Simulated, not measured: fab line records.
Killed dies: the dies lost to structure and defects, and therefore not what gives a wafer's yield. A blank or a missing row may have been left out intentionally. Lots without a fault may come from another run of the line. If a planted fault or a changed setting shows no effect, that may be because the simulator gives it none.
fab line records	flow nand-harc
record: lots: 5	wafers: 15	last-day: 33
route steps=1302 shown P_GATE@126 END@1302
lots that met no fault: taken from a fault-free run of the same line
start-h: hours from the record's first day to the start of the lot's first wafer shown	wait-h: hours since the lot's step before	" as in the row above	L1.1+2: one row covering several wafers at once	- no value present, or no start provided	* or withheld: withheld	< > ~ a bound
route shown NAME@n: a module of which the file shows steps, and the number in the route of the first	usual: mean/standard deviation taken from wafers without a fault	same: alike in all rows	chamber/n: place in a boat	sites: the reading at each site	_std_site: how widely they spread, as a standard deviation	_edge_site: outer sites' mean less inner sites'	radius-mm: for every site, how far away it sits from the centre of the wafer	mask NAME#n: copy n	behind: the last tool/chamber to shape the wafer	hold: the reason the lot was held/the length of the hold in hours/how it ended	device: the transistor (n, p or np) that didn't switch	end of line: at the end of the route, the tests of the same wafers	for a step that has no rows: nothing shown but its recipe	killed: the dies lost at the first sort to structure and to defects; this is not the yield of the wafer	map: the dies of a wafer, with x for killed, . for not killed, _ for no die there
set.NAME: setting as actually run; set.NAME@STEP: the setting as run at that earlier step	model.NAME: the simulator's own value behind a step, which no gauge read
lots at some steps of the route; a table a step, a row a wafer
services: the hour from which a tool's chamber was out of use, counted from the record's first day as start-h (under 0 if before that day), plus the number of hours and why
== steps ==
step: NHARC_P_GATE_STRIP_15
recipe: time-s: 780	temp-c: 130	chemistry: SPM
step: NHARC_P_GATE_PRECLEAN_71
recipe: time-s: *	temp-c: 50	bath-age-min: 0	chemistry: SC1
step: NHARC_P_GATE_SRD_72
step: NHARC_P_GATE_OXIDE_16
recipe: target-thk-a: 30	temp-c: 875	ox-time-s: 392	material: SiO2
step: NHARC_P_GATE_CVD_17
recipe: target-thk-a: 1500	temp-c: 620	time-s: 900	material: poly-Si
step: NHARC_P_GATE_HM_DEP_102
recipe: target-thk-a: 1200	temp-c: 400	material: aC
usual: susceptor-temp-C: 399.99/0.24	throttle-valve-pct: 35.001/0.011
lot.wafer	tool	chamber	start-h	wait-h	susceptor-temp-C	throttle-valve-pct
L283.2	acl-dep-03	0	139.40	0.5	400.21	34.999
L283.4	"	0	"	"	400.44	34.999
L283.5	"	0	"	"	400.22	35.002
L294.2	acl-dep-03	0	240.27	0.5	400.25	34.981
L294.3	"	0	"	"	400.07	35.008
L294.4	"	0	"	"	399.95	35.001
L292.2	acl-dep-02	0	240.27	0.5	399.97	34.994
L292.3	"	0	"	"	399.85	35.010
L292.4	"	0	"	"	399.85	35.023
L298.3	acl-dep-01	0	290.85	3.2	-	35.003
L298.5	"	0	"	"	-	35.004
L298.6	"	0	"	"	-	35.010
L300.2	acl-dep-01	0	305.26	0.6	400.25	35.027
L300.5	"	0	"	"	400.10	34.982
L300.6	"	0	"	"	400.09	35.001
step: NHARC_P_GATE_DEP_103
recipe: target-thk-a: 300	target-thk-nm: 30	temp-c: 400	flow-sccm: 200	rf-w: 350	material: SiON
step: NHARC_P_GATE_DEHYDRATE_18
recipe: temp-c: 150	time-s: 120
step: NHARC_P_GATE_HMDS_19
recipe: time-s: 30
step: NHARC_P_GATE_COAT_20
recipe: spin-rpm: 1500	resist-thk-nm: 90
step: NHARC_P_GATE_SOFTBAKE_21
recipe: temp-c: 105	time-s: 55
step: NHARC_P_GATE_EBR_22
step: NHARC_P_GATE_EXPOSE_23
recipe: na: 1.35	target-cd-nm: 120	dose-mj: 93.91	mask-id: P_GATE
usual: reticle-temp-C: 23.01/0.1
lot.wafer	tool	chamber	start-h	wait-h	mask	reticle-temp-C
L283.2	arfi-scanner-03	0	140.40	-	P_GATE_R1#0	22.86
L283.4	"	0	"	"	P_GATE_R1#0	22.90
L283.5	"	0	"	"	P_GATE_R1#0	23.06
L294.2	arfi-scanner-02	0	241.39	-	P_GATE#0	23.05
L294.3	"	0	"	"	P_GATE#0	23.01
L294.4	"	0	"	"	P_GATE#0	23.10
L292.2	arfi-scanner-03	0	241.55	-	P_GATE#0	22.84
L292.3	"	0	"	"	P_GATE#0	23.04
L292.4	"	0	"	"	P_GATE#0	23.01
L298.3	arfi-scanner-01	0	291.76	-	P_GATE#0	22.94
L298.5	"	0	"	"	P_GATE#0	22.89
L298.6	"	0	"	"	P_GATE#0	23.01
L300.2	arfi-scanner-01	0	306.56	-	P_GATE#0	23.12
L300.5	"	0	"	"	P_GATE#0	23.10
L300.6	"	0	"	"	P_GATE#0	22.95
step: NHARC_P_GATE_PEB_24
recipe: peb-temp-c: 100	peb-time-s: 65
step: NHARC_P_GATE_DEVELOP_25
recipe: develop-time-s: 35	dev-temp-c: 23
step: NHARC_P_GATE_CD_MEAS_26
recipe: target-cd-nm: 120	landing-energy-ev: 500
usual: cd-nm: 119.7/0.52
lot.wafer	tool	chamber	start-h	wait-h	cd-nm
L283.2	cd-sem-02	0	140.53	-	93.8
L283.4	"	0	"	"	93.4
L283.5	"	0	"	"	93.8
L294.2	cd-sem-03	0	241.53	-	118.9
L294.3	"	0	"	"	118.5
L294.4	"	0	"	"	119.7
L292.2	cd-sem-01	0	241.69	-	120.8
L292.3	"	0	"	"	119.9
L292.4	"	0	"	"	120.5
L298.3	cd-sem-02	0	291.90	-	120.2
L298.5	"	0	"	"	118.9
L298.6	"	0	"	"	119.3
L300.2	cd-sem-02	0	306.69	-	119.5
L300.5	"	0	"	"	118.7
L300.6	"	0	"	"	119.6
step: NHARC_P_GATE_OVL_MEAS_27
usual: overlay-x-nm: 0.1/0.89	overlay-y-nm: -0.2/0.85
lot.wafer	tool	chamber	start-h	wait-h	overlay-x-nm	overlay-y-nm
L283.2	overlay-02	-	140.62	-	-0.1	-0.1
L283.4	"	-	"	"	-0.5	-0.2
L283.5	"	-	"	"	-0.5	0.1
L294.2	overlay-01	-	241.62	-	0.8	-1.5
L294.3	"	-	"	"	0.8	-0.8
L294.4	"	-	"	"	1.5	-0.5
L292.2	overlay-02	-	241.77	-	1.1	-2.1
L292.3	"	-	"	"	1.3	-1.3
L292.4	"	-	"	"	1.3	-1.1
L298.3	overlay-02	-	291.98	-	0.5	0.1
L298.5	"	-	"	"	0.5	0.2
L298.6	"	-	"	"	0.2	0.1
L300.2	overlay-02	-	306.78	-	-0.1	-1.9
L300.5	"	-	"	"	0.5	-1.6
L300.6	"	-	"	"	0.5	-2.2
step: NHARC_P_GATE_INSPECT_28
usual: raw-defect-count: 5.4/2.6
lot.wafer	tool	chamber	start-h	wait-h	raw-defect-count
L283.2	defect-inspect-01	-	140.66	0.0	5
L283.4	"	-	"	"	9
L283.5	"	-	"	"	6
L294.2	defect-inspect-02	-	241.66	0.0	3
L294.3	"	-	"	"	8
L294.4	"	-	"	"	11
L292.2	defect-inspect-01	-	241.81	0.0	10
L292.3	"	-	"	"	4
L292.4	"	-	"	"	2
L298.3	defect-inspect-02	-	292.02	0.0	6
L298.5	"	-	"	"	5
L298.6	"	-	"	"	3
L300.2	defect-inspect-02	-	306.82	0.0	3
L300.5	"	-	"	"	5
L300.6	"	-	"	"	5
step: NHARC_P_GATE_DESCUM_31
recipe: time-s: 3	o2-flow-sccm: 200	ar-flow-sccm: 0	bias-power-w: 0	chemistry: O2
usual: drypump-motor-current-A: 5.5/0.32	mfc-ar-sccm: 0.012/0.013	o2-flow-sccm: 199.9/0.62	oes-product-au: 1.002/0.0068	rf-vpp-V: 57.8/0.8	showerhead-plenum-p-Torr: 1.92/0.076	throttle-valve-pct: 11.312/0.0089
same: time-s: 3
lot.wafer	tool	chamber	start-h	wait-h	drypump-motor-current-A	mfc-ar-sccm	o2-flow-sccm	oes-product-au	rf-hours-counter-h	rf-vpp-V	showerhead-plenum-p-Torr	throttle-valve-pct	model.P_GATE.cd-nm
L283.2	rie-diel-06	2	140.72	0.1	5.6	0.010	198.6	0.996	0	59.4	1.89	11.324	94.2
L283.4	"	0	"	"	5.2	0.037	199.8	0.992	0	58.9	1.96	11.315	94.15
L283.5	"	3	"	"	5.6	0	202.0	1.001	-	57.9	2.01	11.301	93.99
L294.4	rie-diel-06	3	241.72	0.1	5.6	0	200.7	1.006	5	57.5	2.01	11.310	119.9
L294.3	"	1	"	"	5.0	0	199.7	0.992	5	59.3	1.82	11.303	119.3
L294.2	"	2	"	"	5.6	0.010	199.6	0.998	5	60.0	1.89	11.311	119
L292.3	rie-diel-09	0	241.87	0.1	5.6	0.011	199.7	1.009	3	58.1	2.00	11.323	119.4
L292.2	"	2	"	"	5.3	0.007	200.1	1.003	4	57.6	1.91	11.298	120.9
L292.4	"	0	"	"	5.5	0.011	200.4	1.012	-	58.5	2.00	11.312	120.2
L298.3	rie-diel-09	0	292.09	0.1	5.6	0.011	199.5	1.009	4	57.6	2.00	11.313	119.7
L298.6	"	3	"	"	5.8	0.037	199.7	1.007	-	56.8	1.80	11.312	119.5
L298.5	"	0	"	"	5.6	0.011	200.0	1.000	-	57.5	2.00	11.293	118.7
L300.2	rie-diel-07	3	306.88	0.1	5.8	0.014	198.9	1.000	1	58.5	1.93	11.298	120.1
L300.5	"	2	"	"	5.1	0	199.4	0.998	-	58.3	1.78	11.313	119.5
L300.6	"	3	"	"	5.8	0.014	199.6	1.005	-	58.2	1.93	11.309	119.6
step: NHARC_P_GATE_ETCH_104
recipe: target-depth-a: 600	time-s: withheld	cf4-flow-sccm: 100	chf3-flow-sccm: 30	ar-flow-sccm: 0	rf-w: 500	bias-w: 200	chemistry: CF4/CHF3
usual: drypump-motor-current-A: 5.5/0.32	mfc-ar-sccm: 0.012/0.013	oes-product-au: 0.952/0.022	rf-fwd-power-W: 493.2/2	rf-vpp-V: 370.8/2.2	showerhead-plenum-p-Torr: 1.58/0.061	throttle-valve-pct: 16.804/0.0097
lot.wafer	tool	chamber	start-h	wait-h	drypump-motor-current-A	mfc-ar-sccm	oes-product-au	rf-fwd-power-W	rf-vpp-V	showerhead-plenum-p-Torr	throttle-valve-pct
L283.4	rie-diel-06	2	140.81	0.1	5.6	0.010	0.967	494.9	368.8	1.55	16.796
L283.2	"	3	"	"	5.6	0	0.966	496.2	372.7	1.65	16.794
L283.5	"	2	"	"	5.6	0.010	0.953	492.0	369.8	1.55	16.788
L294.4	rie-diel-06	3	241.80	0.1	5.6	0	0.965	494.5	373.6	1.65	16.796
L294.2	"	0	"	"	5.3	0.037	0.943	493.6	373.2	1.61	16.811
L294.3	"	2	"	"	5.6	0.010	0.961	494.5	369.8	1.55	16.797
L292.3	rie-diel-09	0	241.97	0.1	5.6	0.011	0.932	492.3	373.0	1.64	16.811
L292.2	"	3	"	"	5.7	0.037	0.925	494.3	366.4	1.49	16.806
L292.4	"	2	"	"	5.3	0.007	0.930	490.9	370.5	1.57	16.813
L298.3	rie-diel-09	1	292.17	0.1	4.8	0	0.979	491.2	370.3	1.61	16.813
L298.5	"	3	"	"	5.7	0.037	0.956	495.3	367.5	1.49	16.810
L298.6	"	0	"	"	5.5	0.011	0.971	491.8	373.5	1.64	16.803
L300.2	rie-diel-07	2	306.97	0.1	5.2	0	0.962	489.9	368.1	1.47	16.812
L300.6	"	0	"	"	5.9	0.024	0.989	491.8	372.1	1.63	16.785
L300.5	"	1	"	"	5.8	0	0.972	494.8	372.7	1.63	16.807
step: NHARC_P_GATE_HM_OPEN_105
recipe: target-depth-a: 3600	o2-flow-sccm: 400	cos-flow-sccm: 20	ar-flow-sccm: 0	rf-w: 500	bias-w: 300	chemistry: O2/COS
usual: drypump-motor-current-A: 5.5/0.33	mfc-ar-sccm: 0.011/0.013	o2-flow-sccm: 400.2/1.2	oes-product-au: 1.002/0.0079	rf-fwd-power-W: 498.1/1.5	rf-vpp-V: 467.3/2.8	showerhead-plenum-p-Torr: 3.13/0.12	throttle-valve-pct: 28.330/0.0095
lot.wafer	tool	chamber	start-h	wait-h	drypump-motor-current-A	mfc-ar-sccm	o2-flow-sccm	oes-product-au	rf-fwd-power-W	rf-hours-counter-h	rf-vpp-V	showerhead-plenum-p-Torr	throttle-valve-pct
L283.2	rie-diel-06	0	-	-	5.3	0.037	402.9	1.003	498.9	0	467.3	3.20	28.316
L283.4	"	1	"	"	5.0	0	400.1	0.988	498.9	0	464.4	2.97	28.347
L283.5	"	1	"	"	5.0	0	398.8	1.002	500.4	-	463.5	2.97	28.337
L294.3	rie-diel-06	1	-	-	5.0	0	401.7	0.994	498.1	5	464.6	2.97	28.324
L294.4	"	2	"	"	5.6	0.010	401.3	1.000	497.9	5	465.8	3.08	28.327
L294.2	"	0	"	"	5.3	0.037	402.8	0.998	498.0	5	466.9	3.20	28.337
L292.2	rie-diel-09	3	-	-	5.8	0.037	400.6	0.995	499.0	4	464.4	2.95	28.323
L292.3	"	0	"	"	5.6	0.011	398.9	1.004	496.2	4	470.9	3.26	28.327
L292.4	"	0	"	"	5.6	0.011	399.3	1.007	499.8	-	471.5	3.26	28.332
L298.3	rie-diel-09	3	-	-	5.8	0.037	399.8	1.005	496.2	4	462.5	2.95	28.335
L298.5	"	1	"	"	4.8	0	401.0	1.016	497.6	-	469.4	3.20	28.323
L298.6	"	2	"	"	5.3	0.007	401.2	1.011	497.5	-	468.7	3.11	28.336
L300.2	rie-diel-07	2	-	-	5.2	0	400.1	1.004	495.2	1	462.6	2.92	28.313
L300.6	"	1	"	"	5.7	0	401.5	1.003	496.7	-	469.5	3.24	28.328
L300.5	"	2	"	"	5.1	0	400.9	1.005	498.6	-	463.3	2.92	28.331
step: NHARC_P_GATE_STRIP_106
recipe: o2-flow-sccm: 400	cos-flow-sccm: 20	ar-flow-sccm: 0	bias-w: 0	chemistry: O2/COS
step: NHARC_P_GATE_ETCH_114
recipe: target-depth-a: 300	overetch-a: 30	time-s: 16.5	ion-energy-ev: 100	cf4-flow-sccm: 80	o2-flow-sccm: 20	ar-flow-sccm: 0	rf-w: 300	bias-w: 100	chemistry: CF4/O2
usual: drypump-motor-current-A: 5.5/0.34	mfc-ar-sccm: 0.011/0.013	o2-flow-sccm: 20.00/0.06	oes_f_703_au: 1.000/0.0044	oes-product-au: 1.003/0.007	rf-fwd-power-W: 294.5/1.4	rf-vpp-V: 197.9/1.4	showerhead-plenum-p-Torr: 1.34/0.052	throttle-valve-pct: 13.397/0.0093
same: time-s: 16.5
lot.wafer	tool	chamber	start-h	wait-h	drypump-motor-current-A	mfc-ar-sccm	o2-flow-sccm	oes_f_703_au	oes-product-au	rf-fwd-power-W	rf-hours-counter-h	rf-vpp-V	showerhead-plenum-p-Torr	throttle-valve-pct
L283.2	rie-diel-06	3	-	-	5.5	0	20.10	1.001	1.007	296.4	0	200.2	1.40	13.400
L283.4	"	1	"	"	5.0	0	19.96	1.000	1.012	295.1	0	196.1	1.27	13.401
L283.5	"	0	"	"	5.2	0.037	20.03	0.992	1.000	294.1	-	199.4	1.37	13.397
L294.3	rie-diel-06	2	-	-	5.6	0.010	19.97	0.999	0.997	294.7	5	199.4	1.32	13.390
L294.2	"	0	"	"	5.2	0.037	19.97	1.005	1.002	295.0	5	198.9	1.37	13.389
L294.4	"	1	"	"	5.0	0	20.08	1.003	1.000	296.7	5	195.9	1.27	13.387
L292.3	rie-diel-09	2	-	-	5.3	0.007	19.98	1.001	0.998	295.0	4	197.2	1.33	13.393
L292.2	"	0	"	"	5.6	0.011	20.00	0.993	1.009	294.0	4	198.5	1.40	13.406
L292.4	"	2	"	"	5.3	0.007	19.91	0.991	1.003	294.8	-	197.3	1.33	13.372
L298.3	rie-diel-09	1	-	-	4.8	0	19.92	0.996	1.005	292.7	5	198.6	1.37	13.384
L298.6	"	3	"	"	5.8	0.037	19.98	0.994	0.999	293.9	-	195.9	1.26	13.404
L298.5	"	0	"	"	5.5	0.011	19.97	1.006	0.997	293.5	-	200.2	1.40	13.385
L300.2	rie-diel-07	2	-	-	5.1	0	20.14	1.012	0.998	293.4	1	195.6	1.25	13.396
L300.5	"	3	"	"	5.8	0.014	19.97	0.998	1.006	292.1	-	196.9	1.35	13.401
L300.6	"	0	"	"	5.9	0.024	20.02	0.997	1.017	295.3	-	199.5	1.38	13.406
step: NHARC_P_GATE_ETCH_32
recipe: target-depth-a: 1500	over-etch-frac: 1	over-etch-ion-energy-ev: 40	time-s: 100.1	hbr-flow-sccm: 150	cl2-flow-sccm: 50	rf-w: 400	icp-w: 400	bias-w: 100	chemistry: HBr/Cl2
usual: drypump-motor-current-A: 5.8/0.46	hbr-flow-sccm: 150.0/0.47	he-backside-leak-sccm: 2.56/0.3	oes-product-au: 0.999/0.0069	rf-fwd-power-W: 396.7/1.7	throttle-valve-pct: 26.406/0.0089
same: time-s: 100.1
lot.wafer	tool	chamber	start-h	wait-h	drypump-motor-current-A	hbr-flow-sccm	he-backside-leak-sccm	oes-product-au	rf-fwd-power-W	rf-hours-counter-h	throttle-valve-pct	model.P_GATE.cd-nm
L283.2	rie-si-06	3	141.22	-	5.0	150.0	2.63	0.995	398.1	0.5	26.387	96.17
L283.4	"	0	"	"	5.5	150.2	2.89	1.001	395.2	-	26.406	95.18
L283.5	"	3	"	"	4.9	150.6	2.65	0.993	399.1	-	26.397	94.41
L294.2	rie-si-02	3	242.19	-	5.7	150.2	2.33	0.987	394.5	0.7	26.405	122.1
L294.4	"	0	"	"	5.8	150.2	2.80	0.984	398.2	0.7	26.402	120.8
L294.3	"	1	"	"	5.6	150.8	2.17	0.991	396.2	0.8	26.402	117.9
L292.2	rie-si-04	1	242.40	-	5.8	149.6	2.33	1.003	393.9	0.4	26.417	120.5
L292.3	"	2	"	"	6.1	151.5	2.34	1.002	398.2	0.4	26.407	119.8
L292.4	"	3	"	"	5.7	150.9	2.76	1.000	395.6	0.4	26.401	120.1
L298.3	rie-si-02	3	292.54	-	5.7	150.4	2.24	0.991	395.1	0.1	26.396	121.9
L298.5	"	3	"	"	5.7	150.9	2.39	0.993	396.8	-	26.409	121.9
L298.6	"	0	"	"	5.7	149.7	2.79	0.990	399.6	-	26.399	120.2
L300.2	rie-si-02	1	307.38	-	5.7	149.8	2.34	0.995	398.6	0.1	26.408	119.5
L300.5	"	2	"	"	6.1	150.0	2.51	0.998	397.6	-	26.426	121.6
L300.6	"	3	"	"	5.7	150.0	2.37	0.992	396.2	-	26.402	123.3
step: NHARC_P_GATE_STRIP_108
recipe: o2-flow-sccm: 500	ar-flow-sccm: 0	bias-w: 0	chemistry: O2
usual: drypump-motor-current-A: 5.4/0.32	mfc-ar-sccm: 0.012/0.014	o2-flow-sccm: 499.8/1.5	oes-product-au: 1.002/0.0073	rf-vpp-V: 57.8/0.89	showerhead-plenum-p-Torr: 3.54/0.13	throttle-valve-pct: 17.036/0.0086
lot.wafer	tool	chamber	start-h	wait-h	drypump-motor-current-A	mfc-ar-sccm	o2-flow-sccm	oes-product-au	rf-hours-counter-h	rf-vpp-V	showerhead-plenum-p-Torr	throttle-valve-pct
L283.4	rie-diel-06	3	141.40	-	5.5	0	499.8	1.014	0.0	57.0	3.70	17.021
L283.2	"	0	"	"	5.3	0.037	497.2	1.004	0.1	57.9	3.61	17.032
L283.5	"	1	"	"	5.0	0	500.3	1.001	-	56.9	3.36	17.031
L294.4	rie-diel-07	0	242.33	-	5.9	0.024	498.1	0.990	9.5	56.7	3.65	17.041
L294.3	"	1	"	"	5.7	0	498.1	1.005	8.1	59.0	3.66	17.048
L294.2	"	3	"	"	5.8	0.014	500.7	0.998	8.1	57.6	3.56	17.026
L292.2	rie-diel-06	3	242.57	-	5.6	0	499.8	1.000	5.0	57.5	3.70	17.029
L292.4	"	0	"	"	5.3	0.037	499.5	0.990	4.6	58.6	3.61	17.046
L292.3	"	1	"	"	5.0	0	500.4	1.000	4.8	57.0	3.36	17.040
L298.3	rie-diel-07	0	292.75	-	5.9	0.024	498.7	1.001	12.0	58.6	3.65	17.037
L298.6	"	1	"	"	5.7	0	500.5	1.010	-	56.8	3.66	17.025
L298.5	"	2	"	"	5.1	0	500.9	1.011	-	58.0	3.31	17.028
L300.2	rie-diel-09	3	307.54	-	5.8	0.037	498.3	1.002	4.8	58.2	3.34	17.044
L300.6	"	0	"	"	5.6	0.011	501.6	1.008	-	57.1	3.68	17.028
L300.5	"	1	"	"	4.8	0	500.4	1.011	-	57.6	3.61	17.047
step: NHARC_P_GATE_CD_MEAS_33
usual: cd-nm: 119.8/1.6
lot.wafer	tool	chamber	start-h	wait-h	cd-nm
L283.2	cd-sem-02	-	141.55	-	95.9
L283.4	"	-	"	"	95.3
L283.5	"	-	"	"	94.5
L294.2	cd-sem-01	-	242.51	-	122.1
L294.3	"	-	"	"	118.2
L294.4	"	-	"	"	121.1
L292.2	cd-sem-03	-	242.73	-	120.8
L292.3	"	-	"	"	119.6
L292.4	"	-	"	"	119.7
L298.3	cd-sem-01	-	292.88	-	122.3
L298.5	"	-	"	"	122.2
L298.6	"	-	"	"	120.7
L300.2	cd-sem-03	-	307.67	-	119.3
L300.5	"	-	"	"	121.5
L300.6	"	-	"	"	122.7
step: NHARC_P_GATE_STRIP_35
recipe: time-s: 600	temp-c: 130	chemistry: SPM
step: NHARC_END_SORT_01
recipe: temp-c: 25
usual: killed-at-array: 55/17	killed-at-other: 1.1/1.4	killed-at-periphery: 3.9/3	killed-dies: 59/17	killed-open: 3.5/2	killed-short: 2.6/1.6
same: gross-dies: 677
lot.wafer	tool	chamber	start-h	wait-h	killed-at-array	killed-at-other	killed-at-periphery	killed-dies	killed-open	killed-short
L283.2	prober-01	0	611.94	2.8	41	5	493	539	4	1
L283.4	prober-01	0	613.55	3.4	51	6	511	568	3	2
L283.5	prober-01	0	614.36	3.7	30	4	579	613	7	1
L294.2	prober-02	0	710.78	2.8	55	0	1	56	2	5
L294.3	prober-02	0	711.59	3.1	58	0	3	61	7	4
L294.4	prober-02	0	712.39	3.4	68	0	1	69	6	2
killed by level:class
L283.2 P_GATE:area-expose=478 A_CHANNEL_HOLE_D2:chamber-film-flake=18 P_GATE:chamber-film-flake=9 A_CONTACT:chamber-film-flake=9 A_SLIT:chamber-film-flake=6 A_CHANNEL_HOLE_D1:chamber-film-flake=5 P_M2:chamber-film-flake=3 THIN_TSV:chamber-film-flake=3
L283.4 P_GATE:area-expose=500 A_CHANNEL_HOLE_D2:chamber-film-flake=17 A_CHANNEL_HOLE_D1:chamber-film-flake=11 A_CONTACT:chamber-film-flake=10 P_GATE:chamber-film-flake=5 P_M2:chamber-film-flake=4 A_CHANNEL_FILL_D1:chamber-film-flake=4 A_SLIT:chamber-film-flake=4
L283.5 P_GATE:area-expose=570 A_CHANNEL_HOLE_D2:chamber-film-flake=10 A_CONTACT:chamber-film-flake=5 P_GATE:chamber-film-flake=4 P_M2:chamber-film-flake=3 A_CHANNEL_HOLE_D1:chamber-film-flake=3 P_GATE:geometric-particle:open=2 A_STAIRCASE:chamber-film-flake=2
L294.2 A_CHANNEL_HOLE_D2:chamber-film-flake=22 A_CHANNEL_HOLE_D1:chamber-film-flake=14 A_CHANNEL_FILL_D1:geometric-particle:short=5 A_SLIT:chamber-film-flake=4 A_DECK1_JOINT:chamber-film-flake=3 A_CONTACT:chamber-film-flake=3 A_WL_FILL:chamber-film-flake=2 P_CONTACT:geometric-particle:open=1
L294.3 A_CHANNEL_HOLE_D2:chamber-film-flake=20 A_CHANNEL_HOLE_D1:chamber-film-flake=16 A_CONTACT:chamber-film-flake=7 A_WL_FILL:chamber-film-flake=4 P_GATE:geometric-particle:open=2 A_CHANNEL_FILL_D2:geometric-particle:short=2 P_M2:geometric-particle:open=1 A_ONON_D1:geometric-particle:short=1
L294.4 A_CHANNEL_HOLE_D2:chamber-film-flake=26 A_CHANNEL_HOLE_D1:chamber-film-flake=23 A_CONTACT:chamber-film-flake=5 A_DECK1_JOINT:chamber-film-flake=3 A_CHANNEL_FILL_D2:geometric-particle:open=2 P_M0:geometric-particle:open=1 A_ONON_D1:geometric-particle:short=1 A_ONON_D1:geometric-particle:open=1
map L283.5 (x killed, . not)
____________x____________
_________xxxxxxx_________
_______xxxxxxxxxxx_______
______xxx.xxxxxxxxx______
_____xxxxxxxxxxxxx.x_____
____xxxxxxxxxxxxxxxxx____
____xxxxxxxxx.xxxxxxx____
___xxxxxxx...xxxxxxxxx___
___.xxxxx..xxxxxxxxxxx___
__xxxx.x.xxxxxxxxxxxxxx__
__xxxxxxxx....x.xx.xxxx__
_xxxx.xxxxx.xxxxxxxxxxxx_
_xxxxxxx..xxxxxxx.xxx.xx_
_xxxxxxxxx..xxxxxx.xxxxx_
_xxxxxxxxxxx.x.x..xxxxxx_
_xxxxxxxxxx.x.xxxxxxxxxx_
xxxxx.xxx.x.xxx..xxxxxxxx
xxxx.xxxx.x.x..x.xxxxxxxx
xxxxxxxxxxxxxxx.xx.xxxxxx
xxxxxxxx..xxx...xxxxxxxxx
xxxxxxx.xxx....xxxxxxxxxx
_xxxxxxx.xx.x.xxxxxxxxxx_
_xxxxxxxxxxxxxxx.xxxxxxx_
_xxxxxxxxxxxxx.xxxxxxxxx_
_xxxxxxxxxx.xxxxxxxxxxxx_
_xxxxxxxxxxxxxxxxxxxxxxx_
__xx.xxxxxx.xxxxxxxxxxx__
__xxxxxxxxxxxxxxxxxxxxx__
___xxxxxxxxxxxx.xxxxxx___
___xxxxxxxxxxxxxxxxxxx___
____xxxxxxxxxxxxxxxxx____
____xxxxxxxxxxxxxxxxx____
_____xxxxxxxxxxxxxxx_____
______xxxxxxxxxxxxx______
_______xxxxxxxxxxx_______
_________xxxxxxx_________
____________x____________
map L292.2 (x killed, . not)
____________.____________
_________......._________
_______..........._______
______.............______
_____..............._____
____.................____
____.................____
___...................___
___...................___
__.....................__
__.....................__
_...x..................._
_.x....................._
_...xx.................._
_.xxxxxx................_
_xxxxx....x............._
.xx.xx...................
..xxxxx..................
..xxxx......x............
..xxxx...................
...xxx...................
_.x..x.x..........x....._
_.xxx...........x......._
_x.x............xx......_
_......x....x..x.xxxx..._
_......................._
__..............xxx....__
__.....................__
___...................___
___...................___
____.................____
____...x.............____
_____..............._____
______.............______
_______..........._______
_________......._________
____________.____________
== services ==
tool	chamber	start-h	hours	kind
rie-diel-07	-	117.20	9.0	pm
rie-diel-06	0	119.30	3.1	repair
acl-dep-03	-	121.29	13.0	pm
rie-diel-06	-	130.20	9.0	pm
rie-si-06	2	137.17	7.0	repair
rie-diel-09	-	143.10	9.0	pm
rie-diel-09	0	163.07	6.6	repair
rie-diel-07	1	172.11	5.1	repair
acl-dep-01	-	188.90	13.0	pm
arfi-scanner-03	-	196.00	4.0	pm
rie-diel-07	3	200.40	4.0	repair
arfi-scanner-03	-	214.03	5.1	repair
arfi-scanner-01	-	238.59	8.2	repair
rie-diel-09	1	240.36	4.9	repair
rie-diel-09	2	243.48	5.8	repair
arfi-scanner-03	-	247.66	2.6	repair
arfi-scanner-01	-	252.02	4.0	pm
rie-diel-09	-	270.74	13.2	repair
rie-si-02	-	277.00	9.0	pm
arfi-scanner-01	-	283.74	1.5	repair
rie-diel-07	-	294.20	9.0	pm
acl-dep-03	-	303.59	13.0	pm
rie-diel-06	1	304.02	5.5	repair
rie-diel-06	-	307.20	9.0	pm
== key ==
first-sign: step: NHARC_P_GATE_EXPOSE_23	reading: mask	direction: changed
effect: step: NHARC_P_GATE_CD_MEAS_26	reading: cd-nm	direction: down	sigmas: 50	usual: 119.7	struck: 93.7
effect: step: NHARC_P_GATE_CD_MEAS_33	reading: cd-nm	direction: down	sigmas: 16	usual: 119.8	struck: 95.2
effect: step: NHARC_END_SORT_01	reading: killed-at-periphery	direction: up	sigmas: 99+	usual: 3.9	struck: 527.7
model-effect: step: NHARC_P_GATE_DESCUM_31	value: P_GATE.cd-nm	without: 119.8	struck: 94.11
model-effect: step: NHARC_P_GATE_ETCH_32	value: P_GATE.cd-nm	without: 120.9	struck: 95.25
more-kills-born-at: NHARC_P_GATE_EXPOSE_23@arfi-scanner-03: 1548
met-at NHARC_P_GATE_EXPOSE_23
struck-wafers L283.2,L283.4,L283.5
later-rows-left-out L283.2,L283.4,L283.5
tester-left-out L283
fault: kind: wrong-mask	tool: any	chamber: -	onset-h: 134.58	steps: NHARC_P_GATE_EXPOSE_23	aux-copy: P_GATE_R1#0	cd-offset-nm: -25.663	scope: struck-lots-only
tester-left-out: of these lots the tester's yield and bins aren't shown, on N5 and GAA mostly nor the transistor test; their killed dies are dies lost to structure and defects alone, not to doping, threshold or leakage, so they don't give the yield
later-rows-left-out: the simulator's readings of these wafers behind a module that went badly wrong aren't trusted and aren't shown, but for the sort
